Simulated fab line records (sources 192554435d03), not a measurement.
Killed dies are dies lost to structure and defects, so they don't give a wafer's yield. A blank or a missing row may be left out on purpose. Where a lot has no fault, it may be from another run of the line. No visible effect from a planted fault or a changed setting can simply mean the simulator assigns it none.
Chamber matching ; flow n5-finfet ; N5_BEOL_M9_PECVD_70 on pecvd-03 has 3 sister chambers
The step deposits SiO2 from TEOS/O2, target thk 20 nm, time 22.7 s. 6 wafers are shown with their chamber, then 10 later ones without.

WAFERS WITH THEIR CHAMBER
wafer;chamber;throttle-valve-pct (%);showerhead-plenum-p-Torr (Torr)
L080.5;2;19.9;8.78
L082.2;1;23.8;8.75
L082.4;0;22.5;8.75
L082.5;2;19.8;8.77
L083.1;1;23.8;8.77
L083.4;0;22.1;8.75

WAFERS WITH NO CHAMBER GIVEN
wafer;throttle-valve-pct (%);showerhead-plenum-p-Torr (Torr)
L083.5;20.0;8.79
L093.3;23.5;8.80
L093.5;20.0;8.78
L093.6;23.7;8.77
L095.1;20.0;8.78
L095.4;22.4;8.74
L095.6;23.9;8.76
L096.2;20.0;8.79
L096.4;20.1;8.77
L096.5;22.3;8.73

WHICH CHAMBER EACH ONE RAN IN
wafer;from the rows above;in truth
L083.5;2;2
L093.3;1;1
L093.5;2;2
L093.6;1;1
L095.1;2;2
L095.4;0;0
L095.6;1;1
L096.2;2;2
L096.4;2;2
L096.5;0;0
Correctly placed: 10 of 10. Number that these rows cannot place: 0. Wrongly placed: 0.
How it was worked out, from the rows above alone: a wafer's distance from a chamber is the root of the sum, over the readings, of the square of ((its reading less the chamber's mean) divided by the reading's scatter). The wafer belongs to the nearest chamber; if the next one is less than 2 further off, it can't be placed. For every chamber, the mean is computed from those of its wafers that are shown. How the scatter is found: for the shown wafers, subtract from each reading the mean of its chamber, square and add these, divide the total by (wafers less chambers), then take the root.
